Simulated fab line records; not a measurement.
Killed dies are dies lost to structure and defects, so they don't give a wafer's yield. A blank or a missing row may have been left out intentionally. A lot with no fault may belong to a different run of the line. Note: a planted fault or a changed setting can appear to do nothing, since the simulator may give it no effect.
fab line records ; flow n5_finfet
[record] lots = 6; wafers = 17; last_day = 17
route steps=1938 shown DUMMY_GATE@225
lots that met no fault: from a run of the same line without faults
start_h: the number of hours between the record's first day and the start of the first shown wafer of the lot ; wait_h: time in hours since the lot's previous step ; " same as the row above ; L1.1+2: a row that stands for several wafers ; - either no value or no given start ; * or withheld: withheld ; < > ~ a bound
route shown NAME@n: NAME is a module with steps in the file, n the number in the route of the first one ; usual: mean/standard deviation of fault-free wafers ; same: alike in all rows ; chamber/n: place in a boat ; sites: each site's reading ; _std_site: their standard deviation ; _edge_site: inner sites' mean taken away from outer sites' mean ; radius_mm: for every site, how far away it sits from the centre of the wafer ; mask NAME#n: copy n ; behind: tool/chamber where the wafer was last shaped ; hold: why the lot was held/for how many hours/how that ended ; device: names the non-switching transistor (n, p or np) ; end of line: the same wafers' tests at the end of the route ; for a step that has no rows: nothing shown but its recipe ; killed: the dies lost at the first sort to structure and to defects; this is not the yield of the wafer ; map: the dies of a wafer, with x for killed, . for not killed, _ for no die there
set.NAME: the setting the step ran with; set.NAME@STEP: the setting that earlier step ran with ; model.NAME: the simulator's own value behind a step, which no gauge read
lots at selected steps of the route; one table per step, one row per wafer
services: the hour from which a tool's chamber was out of use, counted from the record's first day as start_h (under 0 if before that day), plus the number of hours and why
[[steps]]
[step N5_DUMMY_GATE_COAT_09]
[recipe] resist = CAR-EUV; spin_rpm = 1500; resist_thk_nm = 30
[step N5_DUMMY_GATE_EBR_11]
[recipe] solvent = PGMEA; ebr_width_mm = 1.5
[step N5_DUMMY_GATE_SOFTBAKE_10]
[recipe] temp_c = 110; time_s = 60; resist = CAR-EUV
[step N5_DUMMY_GATE_EXPOSE_12]
[recipe] mask_id = GATE; na = 0.33; source_shape = annular; sigma_inner = 0.2; sigma_outer = 0.6; polarization = unpolarized; target_cd_nm = 25; dose_mj = 34
[step N5_DUMMY_GATE_PEB_13]
[recipe] peb_temp_c = 100; peb_time_s = 60; resist = CAR-EUV
[step N5_DUMMY_GATE_DEVELOP_14]
[recipe] develop_time_s = 30; developer = TMAH; resist = CAR-EUV; rinse_liquid = surfactant_rinse; dry = air_spin; dev_temp_c = 23
[step N5_DUMMY_GATE_CD_MEAS_15]
[recipe] target_cd_nm = 25.8; landing_energy_ev = 500; detector = se_inlens
[usual] cd_nm = 25.07/0.24
lot.wafer;tool;chamber;start_h;wait_h;cd_nm
L273.3;cd_sem-03;0;66.07;-;24.71
L273.4;cd_sem-03;0;66.07;-;24.84
L273.6;cd_sem-03;0;66.07;-;25.22
L278.1;cd_sem-02;0;95.82;-;25.09
L278.4;cd_sem-02;0;95.82;-;24.70
L278.5;cd_sem-02;0;95.82;-;25.07
L279.1;cd_sem-02;0;102.74;-;25.55
L279.2;cd_sem-02;0;102.74;-;25.29
L279.6;cd_sem-02;0;102.74;-;25.15
L287.3;cd_sem-01;0;149.21;-;24.62
L287.6;cd_sem-01;0;149.21;-;24.86
L292.4;cd_sem-02;0;178.16;-;25.66
L292.5;cd_sem-02;0;178.16;-;24.79
L292.6;cd_sem-02;0;178.16;-;25.35
L293.1;cd_sem-01;0;183.39;-;25.41
L293.2;cd_sem-01;0;183.39;-;24.98
L293.5;cd_sem-01;0;183.39;-;24.99
[step N5_DUMMY_GATE_OVL_MEAS_16]
[recipe] points_per_wafer = 522
[usual] GATE_OVL = 0.5/0.66
lot.wafer;tool;chamber;start_h;wait_h;GATE_OVL[nm]
L273.3;overlay-01;0;66.11;0.0;0.2
L273.4;overlay-01;0;66.11;0.0;0.7
L273.6;overlay-01;0;66.11;0.0;-0.2
L278.1;overlay-01;0;95.86;0.0;-0.7
L278.4;overlay-01;0;95.86;0.0;0.2
L278.5;overlay-01;0;95.86;0.0;0.1
L279.1;overlay-02;0;102.78;0.0;0.4
L279.2;overlay-02;0;102.78;0.0;0.8
L279.6;overlay-02;0;102.78;0.0;0.6
L287.3;overlay-02;0;149.25;0.0;0.8
L287.6;overlay-02;0;149.25;0.0;0.4
L292.4;overlay-01;0;178.21;0.0;0.1
L292.5;overlay-01;0;178.21;0.0;1.1
L292.6;overlay-01;0;178.21;0.0;0.5
L293.1;overlay-02;0;183.43;0.0;1.8
L293.2;overlay-02;0;183.43;0.0;1.6
L293.5;overlay-02;0;183.43;0.0;1.6
[step N5_DUMMY_GATE_INSPECT_17]
[recipe] mode = adi; inspect_instrument = brightfield
[usual] raw_defect_count = 200/47
lot.wafer;tool;chamber;start_h;wait_h;raw_defect_count
L273.3;defect_inspect-01;-;66.16;0.0;165
L273.4;defect_inspect-01;-;66.16;0.0;154
L273.6;defect_inspect-01;-;66.16;0.0;173
L278.1;defect_inspect-02;-;95.92;0.1;150
L278.4;defect_inspect-02;-;95.92;0.1;251
L278.5;defect_inspect-02;-;95.92;0.1;191
L279.1;defect_inspect-02;-;102.84;0.1;222
L279.2;defect_inspect-02;-;102.84;0.1;163
L279.6;defect_inspect-02;-;102.84;0.1;188
L287.3;defect_inspect-02;-;149.30;0.0;203
L287.6;defect_inspect-02;-;149.30;0.0;244
L292.4;defect_inspect-02;-;178.26;0.0;215
L292.5;defect_inspect-02;-;178.26;0.0;172
L292.6;defect_inspect-02;-;178.26;0.0;147
L293.1;defect_inspect-02;-;183.49;0.1;185
L293.2;defect_inspect-02;-;183.49;0.1;221
L293.5;defect_inspect-02;-;183.49;0.1;147
[step N5_DUMMY_GATE_DESCUM_20]
[recipe] chemistry = O2; time_s = 6.2; source_power_w = 50; bias_power_w = 20; pressure_mtorr = 20; rf_frequency_hz = 2.712e+07; temp_c = 40; resist = CAR-EUV; o2_flow_sccm = 225
[usual] drypump_motor_current_A = 5.76/0.25; oes_product_au = 0.79/0.086; rf_vpp_V = 243.3/1.4; showerhead_plenum_p_Torr = 2.10/0.07; throttle_valve_pct = 20.48/0.25
[same] time_s = 6.2
lot.wafer;tool;chamber;start_h;wait_h;drypump_motor_current_A;oes_product_au;rf_hours_counter_h;rf_vpp_V;showerhead_plenum_p_Torr;throttle_valve_pct
L273.3;rie_diel-05;1;66.19;0.0;5.73;0.76;126;242.9;2.09;19.94
L273.4;rie_diel-05;2;66.19;0.0;5.59;0.90;-;244.7;2.13;20.13
L273.6;rie_diel-05;1;66.19;0.0;5.75;0.77;-;244.7;2.09;19.93
L278.1;rie_diel-05;3;96.11;0.2;6.12;0.68;242;241.8;1.97;20.86
L278.4;rie_diel-05;0;96.11;0.2;5.85;0.78;118;241.5;2.02;20.65
L278.5;rie_diel-05;1;96.11;0.2;5.73;0.75;-;243.3;2.08;19.96
L279.1;rie_diel-05;3;102.87;0.0;6.09;0.68;244;240.9;1.97;20.86
L279.2;rie_diel-05;0;102.87;0.0;5.83;0.79;120;242.2;2.02;20.65
L279.6;rie_diel-05;2;102.87;0.0;5.60;0.89;-;244.6;2.12;20.18
L287.3;rie_diel-03;0;149.35;0.0;5.38;0.71;188;242.1;2.06;20.48
L287.6;rie_diel-03;3;149.35;0.0;5.24;0.75;-;243.3;2.08;20.41
L292.4;rie_diel-03;3;178.32;0.1;5.24;0.73;178;245.2;2.07;20.44
L292.5;rie_diel-03;1;178.32;0.1;6.20;0.70;-;240.3;2.00;20.64
L292.6;rie_diel-03;2;178.32;0.1;5.57;0.91;-;246.4;2.25;20.37
L293.1;rie_diel-03;0;183.56;0.1;5.40;0.71;200;243.6;2.06;20.48
L293.2;rie_diel-03;3;183.56;0.1;5.23;0.73;179;243.5;2.07;20.43
L293.5;rie_diel-03;1;183.56;0.1;6.22;0.70;-;240.6;2.00;20.64
[step N5_DUMMY_GATE_ETCH_29]
[recipe] chemistry = N2/H2; target = underlayer; target_depth_a = 130; ion_energy_ev = 200; pressure_mtorr = 30; source_w = 840; bias_w = 150; n2_flow_sccm = 200; h2_flow_sccm = 200
[step N5_DUMMY_GATE_ETCH_36]
[recipe] chemistry = CF4; target = SiARC; target_depth_a = 130; pressure_mtorr = 40; source_w = 545; bias_w = 36; Ar_flow_sccm = 100; cf4_flow_sccm = 100; ion_energy_ev = 80
[usual] drypump_motor_current_A = 5.76/0.25; oes_product_au = 0.79/0.091; rf_vpp_V = 184.2/1.1; showerhead_plenum_p_Torr = 2.15/0.064; throttle_valve_pct = 15.67/0.21
lot.wafer;tool;chamber;start_h;wait_h;drypump_motor_current_A;oes_product_au;rf_hours_counter_h;rf_vpp_V;showerhead_plenum_p_Torr;throttle_valve_pct
L273.3;rie_diel-05;1;66.30;0.0;5.72;0.76;126;184.6;2.15;15.29
L273.4;rie_diel-05;2;66.30;0.0;5.57;0.94;-;183.7;2.18;15.40
L273.6;rie_diel-05;1;66.30;0.0;5.76;0.77;-;182.4;2.15;15.31
L278.1;rie_diel-05;3;96.21;0.0;6.12;0.66;242;182.7;2.03;16.08
L278.4;rie_diel-05;0;96.21;0.0;5.82;0.81;118;184.3;2.08;15.88
L278.5;rie_diel-05;1;96.21;0.0;5.73;0.75;-;184.9;2.14;15.32
L279.1;rie_diel-05;3;102.98;0.0;6.09;0.66;244;183.6;2.03;16.07
L279.2;rie_diel-05;0;102.98;0.0;5.85;0.81;120;182.0;2.08;15.88
L279.6;rie_diel-05;2;102.98;0.0;5.58;0.92;-;184.1;2.18;15.40
L287.3;rie_diel-03;0;149.45;0.0;5.39;0.72;188;184.3;2.13;15.76
L287.6;rie_diel-03;3;149.45;0.0;5.27;0.75;-;184.2;2.15;15.69
L292.4;rie_diel-03;3;178.43;0.0;5.27;0.74;178;184.9;2.14;15.72
L292.5;rie_diel-03;1;178.43;0.0;6.23;0.72;-;183.3;2.05;15.84
L292.6;rie_diel-03;2;178.43;0.0;5.52;0.93;-;186.2;2.28;15.43
L293.1;rie_diel-03;0;183.67;0.0;5.40;0.71;200;183.8;2.13;15.78
L293.2;rie_diel-03;3;183.67;0.0;5.24;0.74;179;184.7;2.14;15.72
L293.5;rie_diel-03;1;183.67;0.0;6.22;0.72;-;182.4;2.05;15.84
[step N5_DUMMY_GATE_ETCH_37]
[recipe] chemistry = N2/H2; target = SOC; target_depth_a = 600; overetch_a = 300; temp_c = 40; ion_energy_ev = 200; pressure_mtorr = 30; source_w = 840; bias_w = 150; n2_flow_sccm = 200; h2_flow_sccm = 200
[usual] drypump_motor_current_A = 5.77/0.25; oes_product_au = 0.62/0.065; rf_vpp_V = 524.2/2.4; showerhead_plenum_p_Torr = 2.55/0.083; throttle_valve_pct = 17.87/0.22
lot.wafer;tool;chamber;start_h;wait_h;drypump_motor_current_A;oes_product_au;rf_hours_counter_h;rf_vpp_V;showerhead_plenum_p_Torr;throttle_valve_pct;model.SiARC_of_DUMMY_GATE_COAT_35.thk_nm
L273.3;rie_diel-05;1;66.34;0.0;5.73;0.60;126;523.9;2.54;17.45;4.8
L273.4;rie_diel-05;2;66.34;0.0;5.59;0.71;-;525.7;2.59;17.57;4.6
L273.6;rie_diel-05;1;66.34;0.0;5.72;0.60;-;522.1;2.54;17.44;4.8
L278.1;rie_diel-05;3;96.25;0.0;6.13;0.53;242;519.4;2.40;18.33;6.2
L278.4;rie_diel-05;0;96.25;0.0;5.84;0.62;118;521.5;2.45;17.86;5.8
L278.5;rie_diel-05;1;96.25;0.0;5.74;0.60;-;523.4;2.54;17.47;6
L279.1;rie_diel-05;3;103.02;0.0;6.13;0.53;244;519.4;2.40;18.35;6.2
L279.2;rie_diel-05;0;103.02;0.0;5.83;0.61;120;520.7;2.44;17.89;5.8
L279.6;rie_diel-05;2;103.02;0.0;5.61;0.70;-;525.4;2.59;17.59;5.8
L287.3;rie_diel-03;0;149.49;0.0;5.40;0.57;188;523.0;2.53;18.09;5
L287.6;rie_diel-03;3;149.49;0.0;5.24;0.59;-;522.0;2.54;17.99;5
L292.4;rie_diel-03;3;178.47;0.0;5.25;0.59;178;523.4;2.53;18.01;5
L292.5;rie_diel-03;1;178.47;0.0;6.25;0.56;-;521.6;2.43;18.04;4.8
L292.6;rie_diel-03;2;178.47;0.0;5.51;0.73;-;528.8;2.72;17.62;4.8
L293.1;rie_diel-03;0;183.71;0.0;5.39;0.56;200;522.9;2.53;18.11;5
L293.2;rie_diel-03;3;183.71;0.0;5.27;0.59;179;524.1;2.53;18.00;5.2
L293.5;rie_diel-03;1;183.71;0.0;6.24;0.56;-;520.1;2.42;18.05;4.8
[step N5_DUMMY_GATE_STRIP_38]
[recipe] chemistry = N2/H2; temp_c = 40; n2_flow_sccm = 200; h2_flow_sccm = 200; rf_frequency_hz = 6e+07
[step N5_DUMMY_GATE_STRIP_39]
[recipe] chemistry = N2/H2; temp_c = 40; n2_flow_sccm = 200; h2_flow_sccm = 200; rf_frequency_hz = 6e+07
[step N5_DUMMY_GATE_TRIM_49]
[recipe] chemistry = O2; resist = SOC; time_s = 29; target_cd_nm = 14; source_power_w = 300; bias_power_w = 0; O2_flow_sccm = 100; temp_c = 20
[usual] drypump_motor_current_A = 5.7/0.43; he_backside_leak_sccm = 2.8/0.38; oes_product_au = 1.006/0.018; throttle_valve_pct = 8.19/0.16
[same] time_s = 29
lot.wafer;tool;chamber;start_h;wait_h;drypump_motor_current_A;he_backside_leak_sccm;oes_product_au;rf_hours_counter_h;throttle_valve_pct;model.DUMMY_GATE.cd_nm
L273.3;rie_si-04;2;66.42;0.0;5.4;2.6;0.981;136;8.18;14
L273.4;rie_si-04;1;66.42;0.0;5.9;2.5;0.984;48;8.33;14
L273.6;rie_si-04;0;66.42;0.0;6.0;2.8;1.006;-;8.19;14.4
L278.1;rie_si-04;3;96.34;0.0;5.7;2.9;1.009;118;8.49;14.8
L278.4;rie_si-04;0;96.34;0.0;6.0;3.1;1.005;-;8.18;14.2
L278.5;rie_si-04;3;96.34;0.0;5.7;2.9;1.007;-;8.51;15
L279.1;rie_si-01;3;103.10;0.0;5.5;2.9;0.974;114;8.18;14.8
L279.2;rie_si-01;1;103.10;0.0;5.2;2.7;1.010;85;8.14;14.4
L279.6;rie_si-01;3;103.10;0.0;5.5;2.9;0.982;-;8.18;14.4
L287.3;rie_si-06;1;149.57;0.0;6.7;3.1;1.017;107;8.15;14.6
L287.6;rie_si-06;2;149.57;0.0;5.0;2.6;1.031;-;8.26;13.8
L292.4;rie_si-01;2;178.55;0.0;5.6;2.6;1.040;158;8.13;13.8
L292.5;rie_si-01;3;178.55;0.0;5.5;2.8;0.978;-;8.18;14
L292.6;rie_si-01;0;178.55;0.0;6.0;3.5;1.003;-;7.92;14.2
L293.1;rie_si-04;2;183.79;0.0;5.4;2.5;0.993;138;8.20;14.4
L293.2;rie_si-04;3;183.79;0.0;5.7;2.8;1.000;119;8.49;14.2
L293.5;rie_si-04;3;183.79;0.0;5.7;3.0;0.996;-;8.50;14.4
[step N5_DUMMY_GATE_STRIP_40]
[recipe] chemistry = CF4; resist = SiARC; power_w = 300; bias_power_w = 75; pressure_mtorr = 50; cf4_flow_sccm = 150; rf_frequency_hz = 6e+07
[usual] drypump_motor_current_A = 5.75/0.24; oes_product_au = 0.78/0.077; rf_vpp_V = 271.4/1.4; showerhead_plenum_p_Torr = 1.81/0.048; throttle_valve_pct = 13.66/0.17
lot.wafer;tool;chamber;start_h;wait_h;drypump_motor_current_A;oes_product_au;rf_hours_counter_h;rf_vpp_V;showerhead_plenum_p_Torr;throttle_valve_pct
L273.3;rie_diel-06;3;66.52;0.1;5.77;0.96;4;271.1;1.83;13.51
L273.4;rie_diel-06;2;66.52;0.1;5.53;0.71;177;269.6;1.79;13.53
L273.6;rie_diel-06;3;66.52;0.1;5.76;0.97;-;271.1;1.82;13.49
L278.1;rie_diel-05;2;96.49;0.1;5.59;0.88;33;270.9;1.82;13.34
L278.4;rie_diel-05;1;96.49;0.1;5.70;0.74;135;271.4;1.81;13.39
L278.5;rie_diel-05;3;96.49;0.1;6.15;0.67;-;269.3;1.70;14.05
L279.1;rie_diel-03;3;103.20;0.1;5.24;0.76;149;269.1;1.80;13.61
L279.2;rie_diel-03;0;103.20;0.1;5.40;0.73;169;272.9;1.80;13.72
L279.6;rie_diel-03;3;103.20;0.1;5.25;0.76;-;271.3;1.80;13.64
L287.3;rie_diel-06;1;149.67;0.1;5.89;0.74;162;271.9;1.87;13.75
L287.6;rie_diel-06;1;149.67;0.1;5.89;0.73;-;271.8;1.88;13.76
L292.4;rie_diel-03;3;178.92;0.3;5.23;0.74;178;272.7;1.80;13.67
L292.5;rie_diel-03;2;178.92;0.3;5.53;0.91;-;274.1;1.91;13.36
L292.6;rie_diel-03;3;178.92;0.3;5.24;0.73;-;271.5;1.79;13.68
L293.1;rie_diel-05;1;184.11;0.3;5.73;0.73;162;272.7;1.80;13.43
L293.2;rie_diel-05;0;184.11;0.3;5.84;0.74;147;269.1;1.75;13.93
L293.5;rie_diel-05;2;184.11;0.3;5.57;0.84;-;270.9;1.82;13.39
[step N5_DUMMY_GATE_CD_MEAS_50]
[recipe] target_cd_nm = 14
[usual] cd_nm = 14.0/0.39
lot.wafer;tool;chamber;start_h;wait_h;cd_nm
L273.3;cd_sem-03;-;66.57;0.0;14.0
L273.4;cd_sem-03;-;66.57;0.0;14.0
L273.6;cd_sem-03;-;66.57;0.0;14.2
L278.1;cd_sem-03;-;96.54;0.0;14.6
L278.4;cd_sem-03;-;96.54;0.0;14.3
L278.5;cd_sem-03;-;96.54;0.0;15.1
L279.1;cd_sem-01;-;103.25;0.0;15.1
L279.2;cd_sem-01;-;103.25;0.0;14.5
L279.6;cd_sem-01;-;103.25;0.0;14.5
L287.3;cd_sem-03;-;149.73;0.0;14.7
L287.6;cd_sem-03;-;149.73;0.0;13.8
L292.4;cd_sem-02;-;178.98;0.0;13.8
L292.5;cd_sem-02;-;178.98;0.0;13.9
L292.6;cd_sem-02;-;178.98;0.0;14.1
L293.1;cd_sem-01;-;184.16;0.0;14.4
L293.2;cd_sem-01;-;184.16;0.0;14.6
L293.5;cd_sem-01;-;184.16;0.0;14.8
[step N5_DUMMY_GATE_ETCH_31]
[recipe] chemistry = C4F6/O2; target = SiO2; mask_material = SOC; target_depth_a = 825; time_s = 27.5; ion_energy_ev = 250; pressure_mtorr = 30; source_w = 345; bias_w = 185; Ar_flow_sccm = 300; C4F6_flow_sccm = 10; O2_flow_sccm = 10
[step N5_DUMMY_GATE_STRIP_41]
[recipe] chemistry = O2; power_w = 400; temp_c = 40; pressure_mtorr = 30; rf_frequency_hz = 6e+07; bias_power_w = 0; overash_fraction = 0.3; o2_flow_sccm = 225
[step N5_DUMMY_GATE_HM_OPEN_21]
[recipe] chemistry = CH3F/O2; target = SiNx; target_depth_a = 1200; Ar_flow_sccm = 150; CH3F_flow_sccm = 30; O2_flow_sccm = 23; time_s = 171.4; pressure_mtorr = 30; source_w = 395; bias_w = 73; ion_energy_ev = 120.7
[step N5_DUMMY_GATE_ETCH_32]
[recipe] chemistry = CF4; target = SiO2; target_depth_a = 35; time_s = 3.9; ion_energy_ev = 350; pressure_mtorr = 10; icp_w = 800; bias_w = 400; cf4_flow_sccm = 80
[usual] drypump_motor_current_A = 5.7/0.46; he_backside_leak_sccm = 2.8/0.33; oes_product_au = 1.009/0.021; throttle_valve_pct = 21.8/0.32
[same] time_s = 3.9
lot.wafer;tool;chamber;start_h;wait_h;drypump_motor_current_A;he_backside_leak_sccm;oes_product_au;rf_hours_counter_h;throttle_valve_pct
L273.3;rie_si-01;2;66.86;0.1;5.6;2.6;1.070;157;21.4
L273.4;rie_si-01;0;66.86;0.1;6.0;3.5;0.984;128;21.2
L273.6;rie_si-01;3;66.86;0.1;5.5;2.8;0.989;-;21.7
L278.1;rie_si-01;0;97.05;0.1;6.0;3.5;0.986;128;21.2
L278.4;rie_si-01;2;97.05;0.1;5.7;2.4;1.055;157;21.4
L278.5;rie_si-01;1;97.05;0.1;5.2;2.4;1.000;-;21.5
L279.1;rie_si-04;1;103.54;0.1;5.8;2.4;0.996;49;21.9
L279.2;rie_si-04;0;103.54;0.1;6.0;3.2;1.001;181;21.7
L279.6;rie_si-04;2;103.54;0.1;5.4;2.5;1.001;-;22.0
L287.3;rie_si-04;3;150.02;0.1;5.7;2.6;0.990;119;22.4
L287.6;rie_si-04;1;150.02;0.1;5.8;2.4;1.001;-;21.9
L292.4;rie_si-06;1;179.27;0.1;6.7;2.9;1.030;108;21.6
L292.5;rie_si-06;2;179.27;0.1;5.0;2.8;1.022;-;22.0
L292.6;rie_si-06;1;179.27;0.1;6.7;3.0;1.025;-;21.6
L293.1;rie_si-04;3;184.46;0.1;5.7;2.8;0.975;119;22.4
L293.2;rie_si-04;0;184.46;0.1;6.0;3.1;1.009;183;21.7
L293.5;rie_si-04;2;184.46;0.1;5.4;2.5;1.014;-;22.0
[step N5_DUMMY_GATE_ETCH_23]
[recipe] chemistry = HBr/Cl2/O2; HBr_flow_sccm = 150; Cl2_flow_sccm = 80; O2_flow_sccm = 12; bias_w = 102; target_depth_a = 410; time_s = 22.3; target = poly-Si; mask_material = SiO2; pressure_mtorr = 10; icp_w = 800
[step N5_DUMMY_GATE_ETCH_44]
[recipe] chemistry = HBr/O2; over_etch_frac = 0.7; target_depth_a = 1275; stop_on = SiO2; ion_energy_ev = 60; bias_w = 20; target = poly-Si; mask_material = SiO2; pressure_mtorr = 20; icp_w = 400; HBr_flow_sccm = 120; O2_flow_sccm = 10
[step N5_DUMMY_GATE_CD_MEAS_24]
[recipe] target_cd_nm = 15
[usual] cd_nm = 14.9/0.45
lot.wafer;tool;chamber;start_h;wait_h;cd_nm
L273.3;cd_sem-01;-;67.07;0.1;14.6
L273.4;cd_sem-01;-;67.07;0.1;14.6
L273.6;cd_sem-01;-;67.07;0.1;15.1
L278.1;cd_sem-03;-;97.25;0.1;15.7
L278.4;cd_sem-03;-;97.25;0.1;15.1
L278.5;cd_sem-03;-;97.25;0.1;16.4
L279.1;cd_sem-02;-;103.74;0.1;15.5
L279.2;cd_sem-02;-;103.74;0.1;15.1
L279.6;cd_sem-02;-;103.74;0.1;15.2
L287.3;cd_sem-02;-;150.22;0.1;15.4
L287.6;cd_sem-02;-;150.22;0.1;14.7
L292.4;cd_sem-02;-;179.47;0.1;15.5
L292.5;cd_sem-02;-;179.47;0.1;14.9
L292.6;cd_sem-02;-;179.47;0.1;15.6
L293.1;cd_sem-03;-;184.66;0.1;15.4
L293.2;cd_sem-03;-;184.66;0.1;15.4
L293.5;cd_sem-03;-;184.66;0.1;15.5
[step N5_DUMMY_GATE_ETCH_42]
[recipe] chemistry = CHF3/O2; target = SiO2; target_depth_a = 35; time_s = 31; ion_energy_ev = 30; bias_w = 12; pressure_mtorr = 30; source_w = 600; Ar_flow_sccm = 200; CHF3_flow_sccm = 50; O2_flow_sccm = 5
[usual] drypump_motor_current_A = 5.74/0.27; oes_product_au = 0.77/0.083; rf_vpp_V = 42.5/0.98; showerhead_plenum_p_Torr = 2.41/0.066; throttle_valve_pct = 18.86/0.19
[same] time_s = 31
lot.wafer;tool;chamber;start_h;wait_h;drypump_motor_current_A;oes_product_au;rf_hours_counter_h;rf_vpp_V;showerhead_plenum_p_Torr;throttle_valve_pct;model.DUMMY_GATE.cd_nm
L273.3;rie_diel-05;1;67.30;0.2;5.73;0.76;126;42.7;2.40;18.35;14.8
L273.4;rie_diel-05;3;67.30;0.2;6.13;0.67;-;42.6;2.29;19.28;14.8
L273.6;rie_diel-05;2;67.30;0.2;5.57;0.92;-;43.2;2.46;18.59;15.4
L278.1;rie_diel-05;3;97.30;0.0;6.12;0.66;242;43.2;2.28;19.29;15.6
L278.4;rie_diel-05;2;97.30;0.0;5.59;0.91;33;43.2;2.45;18.61;15.2
L278.5;rie_diel-05;3;97.30;0.0;6.10;0.67;-;42.3;2.28;19.27;16
L279.1;rie_diel-03;3;103.79;0.0;5.22;0.77;149;43.1;2.43;18.90;15.8
L279.2;rie_diel-03;0;103.79;0.0;5.38;0.74;170;44.9;2.39;18.85;15.4
L279.6;rie_diel-03;3;103.79;0.0;5.23;0.77;-;43.0;2.43;18.90;15
L287.3;rie_diel-06;1;150.26;0.0;5.88;0.74;162;44.5;2.51;18.89;15.4
L287.6;rie_diel-06;1;150.26;0.0;5.89;0.74;-;43.5;2.51;18.89;15.2
L292.4;rie_diel-06;3;179.55;0.1;5.79;0.92;37;42.8;2.46;18.98;15
L292.5;rie_diel-06;2;179.55;0.1;5.52;0.69;-;42.6;2.37;18.64;15
L292.6;rie_diel-06;3;179.55;0.1;5.76;0.91;-;42.7;2.46;18.97;15.4
L293.1;rie_diel-06;2;184.77;0.1;5.50;0.69;210;41.2;2.37;18.67;15.4
L293.2;rie_diel-06;0;184.77;0.1;5.83;0.74;153;41.4;2.41;19.03;15.4
L293.5;rie_diel-06;2;184.77;0.1;5.51;0.69;-;41.8;2.37;18.63;15.4
[step N5_DUMMY_GATE_STRIP_48]
[recipe] chemistry = N2/H2; time_s = 20; power_w = 100; temp_c = 40; pressure_mtorr = 100; rf_frequency_hz = 6e+07; bias_power_w = 3; n2_flow_sccm = 300; h2_flow_sccm = 300
[usual] drypump_motor_current_A = 5.75/0.27; oes_product_au = 0.77/0.08; rf_vpp_V = 45.4/0.76; showerhead_plenum_p_Torr = 3.37/0.092; throttle_valve_pct = 12.29/0.17
[same] time_s = 20
lot.wafer;tool;chamber;start_h;wait_h;drypump_motor_current_A;oes_product_au;rf_hours_counter_h;rf_vpp_V;showerhead_plenum_p_Torr;throttle_valve_pct
L273.3;rie_diel-05;1;67.35;0.0;5.76;0.77;126;45.6;3.37;11.94
L273.4;rie_diel-05;3;67.35;0.0;6.11;0.69;-;45.6;3.20;12.71
L273.6;rie_diel-05;2;67.35;0.0;5.62;0.90;-;45.1;3.44;11.92
L278.1;rie_diel-05;3;97.34;0.0;6.12;0.68;242;46.3;3.19;12.73
L278.4;rie_diel-05;2;97.34;0.0;5.60;0.88;33;45.6;3.44;11.93
L278.5;rie_diel-05;3;97.34;0.0;6.15;0.67;-;45.2;3.19;12.75
L279.1;rie_diel-03;3;103.84;0.0;5.28;0.78;149;45.2;3.38;12.30
L279.2;rie_diel-03;0;103.84;0.0;5.38;0.73;170;46.6;3.37;12.41
L279.6;rie_diel-03;3;103.84;0.0;5.27;0.77;-;44.4;3.38;12.33
L287.3;rie_diel-06;1;150.31;0.0;5.92;0.74;162;46.1;3.52;12.35
L287.6;rie_diel-06;1;150.31;0.0;5.96;0.74;-;44.2;3.52;12.36
L292.4;rie_diel-06;3;179.59;0.0;5.81;0.91;37;45.4;3.44;12.20
L292.5;rie_diel-06;2;179.59;0.0;5.51;0.70;-;44.7;3.36;12.30
L292.6;rie_diel-06;3;179.59;0.0;5.82;0.92;-;45.7;3.44;12.23
L293.1;rie_diel-06;2;184.82;0.0;5.54;0.71;210;45.8;3.36;12.30
L293.2;rie_diel-06;0;184.82;0.0;5.86;0.73;153;45.7;3.35;12.38
L293.5;rie_diel-06;2;184.82;0.0;5.52;0.70;-;45.2;3.36;12.30
[[services]]
tool;chamber;start_h;hours;kind
rie_si-04;2;53.29;3.8;repair
rie_diel-05;1;55.98;6.4;repair
rie_diel-05;0;58.55;9.7;repair
rie_si-06;0;74.31;2.6;repair
rie_diel-03;-;76.83;0.6;repair
rie_si-01;2;76.92;11.9;repair
rie_diel-06;2;78.81;9.3;repair
rie_si-04;1;93.20;8.0;repair
rie_diel-03;2;100.80;22.0;repair
rie_diel-06;1;113.13;2.7;repair
rie_diel-03;2;125.25;-;clean
rie_diel-03;2;125.25;-;consumable_replace:focus_ring
rie_diel-03;2;125.25;-;consumable_replace:showerhead
rie_diel-03;2;125.25;35.9;scheduled_down
rie_diel-03;2;125.25;35.9;vent_cycle
rie_diel-05;3;126.60;-;clean
rie_diel-05;3;126.60;-;consumable_replace:focus_ring
rie_diel-05;3;126.60;-;consumable_replace:showerhead
rie_diel-05;3;126.60;13.2;scheduled_down
rie_diel-05;3;126.60;13.2;vent_cycle
rie_diel-05;2;147.57;7.4;repair
rie_si-04;-;179.37;2.8;pm
[[key]]
[first_sign] step = N5_DUMMY_GATE_CD_MEAS_50; reading = cd_nm; direction = up; sigmas = 1.8; usual = 14.0; struck = 14.7
effect none on later readings
[model_effect] step = N5_DUMMY_GATE_ETCH_37; value = SiARC_of_DUMMY_GATE_COAT_35.thk_nm; without = 4.833; struck = 5.967
[model_effect] step = N5_DUMMY_GATE_TRIM_49; value = DUMMY_GATE.cd_nm; without = 14.13; struck = 14.6
[model_effect] step = N5_DUMMY_GATE_ETCH_42; value = DUMMY_GATE.cd_nm; without = 14.97; struck = 15.5
met_at N5_DUMMY_GATE_ETCH_37
struck_wafers L278.1,L278.4,L278.5,L279.1,L279.2,L279.6
tester_left_out L278,L279
onset_between 66.34 96.25
also_fits N5_DUMMY_GATE_DESCUM_20:rie_diel-05,N5_DUMMY_GATE_ETCH_36:rie_diel-05
[fault] kind = process_parameter_drift; tool = rie_diel-05; chamber = -; onset_h = 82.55; steps = N5_DUMMY_GATE_ETCH_37; channel = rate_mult; offset = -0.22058; shape = step; end_h = 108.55
// tester_left_out: of these lots the tester's yield and bins aren't shown, on N5 and GAA mostly nor the transistor test; their killed dies are dies lost to structure and defects alone, not to doping, threshold or leakage, so they don't give the yield
